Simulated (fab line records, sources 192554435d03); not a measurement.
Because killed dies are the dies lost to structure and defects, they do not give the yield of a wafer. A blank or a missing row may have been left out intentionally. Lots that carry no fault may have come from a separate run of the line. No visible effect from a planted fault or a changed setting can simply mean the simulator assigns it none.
Matching of chambers ; flow n5_finfet ; pecvd-02 running N5_BEOL_M5_DEP_56: 3 sister chambers
The step deposits SiCN from 3MS/NH3, target thk 8 nm, time 14 s. 3 wafers are shown with their chamber, then 7 later ones without.

EACH WAFER AND ITS CHAMBER
wafer;chamber;throttle_valve_pct (%)
L082.3;2;9.2
L088.1;1;8.8
L088.3;0;9.0

WAFERS WITH NO CHAMBER GIVEN
wafer;throttle_valve_pct (%)
L088.4;8.6
L093.3;8.7
L093.4;8.8
L093.6;9.0
L094.1;9.0
L094.5;8.8
L094.6;9.0

CHAMBER TAKEN BY EACH
wafer;from the rows above;in truth
L088.4;1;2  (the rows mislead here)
L093.3;1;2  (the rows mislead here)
L093.4;1;1
L093.6;0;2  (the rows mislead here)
L094.1;0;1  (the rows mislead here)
L094.5;1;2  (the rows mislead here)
L094.6;0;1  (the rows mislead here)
Correctly placed: 1 of 7. Left unplaced by these rows: 0. Number placed wrongly: 6.
How it was worked out, from the rows above alone: a wafer's distance from a chamber is the root of the sum, over the readings, of the square of ((its reading less the chamber's mean) divided by the reading's scatter). If the next closest chamber is less than 2 further off than the closest, the wafer can't be placed; otherwise it belongs to the closest. Each chamber's mean is taken over the wafers shown for it. The scatter: root of mean squared gap, hidden wafer to nearest shown wafer, with one shown wafer a chamber.
